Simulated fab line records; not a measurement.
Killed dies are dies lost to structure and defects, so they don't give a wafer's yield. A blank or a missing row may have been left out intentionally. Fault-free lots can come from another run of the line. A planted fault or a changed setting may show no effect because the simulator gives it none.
Split-lot study + flow n5Finfet + 39 wafers read across 7 lots, on a route 1938 steps long

== ON THE SPLIT ==
At N5_SD_EPI_N_ETCH_16 (etches SiO2 in CHF3/O2, target depth 5 nm), the setting targetDepthA was moved away from the recipe's 50 angstrom on 18 of the 39 wafers read, by -37.8% to +38.0%. This setting was run at the recipe's value on the other wafers.

Reading taken at the split's own step.

== THE READING ==
etch.depthNm (the simulator's own value, which no gauge read), in nm, at N5_SD_EPI_N_ETCH_16 (etches SiO2 in CHF3/O2, target depth 5 nm). The file gives no usual value for it. The 21 wafers here that ran the recipe average 5.005 nm, standard deviation 0.091 nm.

| wafer  | tool, chamber at the split | targetDepthA as run, angstrom | against the recipe | etch.depthNm, nm | against lot-mates on the recipe |
|--------|----------------------------|-------------------------------|--------------------|------------------|---------------------------------|
| L077.1 | rieDiel-02, 3              | 50                            | recipe             | 4.918            | -                               |
| L077.2 | rieDiel-02, 1              | 50                            | recipe             | 4.892            | -                               |
| L077.3 | rieDiel-02, 0              | 34.67                         | -30.7%             | 3.493            | -1.456                          |
| L077.4 | rieDiel-02, 2              | 34.67                         | -30.7%             | 3.471            | -1.478                          |
| L077.5 | rieDiel-02, 3              | 34.67                         | -30.7%             | 3.396            | -1.553                          |
| L077.6 | rieDiel-02, 2              | 50                            | recipe             | 5.038            | -                               |
| L083.1 | rieDiel-01, 1              | 50                            | recipe             | 4.931            | -                               |
| L083.2 | rieDiel-01, 0              | 31.11                         | -37.8%             | 3.175            | -1.808                          |
| L083.3 | rieDiel-01, 2              | 31.11                         | -37.8%             | 3.068            | -1.915                          |
| L083.4 | rieDiel-01, 0              | 50                            | recipe             | 5.104            | -                               |
| L083.5 | rieDiel-01, 1              | 31.11                         | -37.8%             | 3.112            | -1.871                          |
| L083.6 | rieDiel-01, 2              | 50                            | recipe             | 4.914            | -                               |
| L086.1 | rieDiel-01, 3              | 63.11                         | +26.2%             | 6.549            | +1.492                          |
| L086.2 | rieDiel-01, 0              | 50                            | recipe             | 5.092            | -                               |
| L086.5 | rieDiel-01, 0              | 50                            | recipe             | 5.092            | -                               |
| L086.3 | rieDiel-01, 1              | 63.11                         | +26.2%             | 6.243            | +1.186                          |
| L086.4 | rieDiel-01, 2              | 50                            | recipe             | 4.986            | -                               |
| L086.6 | rieDiel-01, 1              | 63.11                         | +26.2%             | 6.194            | +1.137                          |
| L090.1 | rieDiel-06, 0              | 68.99                         | +38.0%             | 7.121            | +2.171                          |
| L090.2 | rieDiel-06, 2              | 50                            | recipe             | 5.008            | -                               |
| L090.3 | rieDiel-06, 1              | 50                            | recipe             | 4.969            | -                               |
| L090.4 | rieDiel-06, 3              | 50                            | recipe             | 4.872            | -                               |
| L090.5 | rieDiel-06, 0              | 68.99                         | +38.0%             | 7.125            | +2.175                          |
| L090.6 | rieDiel-06, 1              | 68.99                         | +38.0%             | 6.887            | +1.937                          |
| L092.1 | rieDiel-02, 0              | 50                            | recipe             | 5.024            | -                               |
| L092.2 | rieDiel-02, 3              | 50                            | recipe             | 4.96             | -                               |
| L092.3 | rieDiel-02, 1              | 39.48                         | -21.0%             | 3.869            | -1.104                          |
| L092.4 | rieDiel-02, 2              | 39.48                         | -21.0%             | 4.035            | -0.938                          |
| L092.5 | rieDiel-02, 0              | 39.48                         | -21.0%             | 3.94             | -1.033                          |
| L092.6 | rieDiel-02, 1              | 50                            | recipe             | 4.934            | -                               |
| L094.1 | rieDiel-06, 0              | 50                            | recipe             | 5.137            | -                               |
| L094.2 | rieDiel-06, 3              | 50                            | recipe             | 4.885            | -                               |
| L094.3 | rieDiel-06, 2              | 40.04                         | -19.9%             | 4.022            | -1.030                          |
| L094.4 | rieDiel-06, 1              | 40.04                         | -19.9%             | 3.977            | -1.075                          |
| L094.5 | rieDiel-06, 0              | 50                            | recipe             | 5.135            | -                               |
| L094.6 | rieDiel-06, 3              | 40.04                         | -19.9%             | 3.917            | -1.135                          |
| L096.3 | rieDiel-06, 2              | 50                            | recipe             | 5.066            | -                               |
| L096.4 | rieDiel-06, 1              | 50                            | recipe             | 4.961            | -                               |
| L096.5 | rieDiel-06, 0              | 50                            | recipe             | 5.183            | -                               |

FIT RESULTS
A straight line over all 39 wafers: etch.depthNm changes by +0.0514 nm for each +1% of targetDepthA; r = +1.00; the points scatter about the line by 0.097 nm.
The same after taking each lot's own level away (the mean of its wafers on the recipe; 39 wafers): +0.0512 nm for each +1%; r = +1.00; scatter 0.1 nm.
That fit puts the effect of the largest move of targetDepthA on the reading at 1.9 nm.
From 4.9493 to 5.0700 nm: that is the span of the lots' own levels, equal to 1.3 times the standard deviation above.
Consequently the slope shifts little with the lot-to-lot level, the two slopes agreeing.
Check: +1.93 nm against its lot-mates is what the line predicts for one of the wafers moved furthest among these (+38.0%) when that wafer is left out of the fit. It came out at +2.17 nm against them.

== OTHER SPLITS ON THESE WAFERS ==
Note: prior to the reading, these wafers also went through further splits. Each is held against what the fit with the lots' levels taken away leaves over:
| other split on the same wafers       | wafers away from the commonest value | r with etch.depthNm (lot level and that fit taken away) |
|--------------------------------------|--------------------------------------|---------------------------------------------------------|
| N5_ZERO_LAYER_PECVD_02 timeS         | 15                                   | +0.09                                                   |
| N5_FIN_SAQP_SPACER1_ALD_24 aldCycles | 15                                   | +0.04                                                   |

== FILE'S OWN FIT ==
etch.depthNm changes by +0.051 nm for each +1% of targetDepthA, r = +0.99.
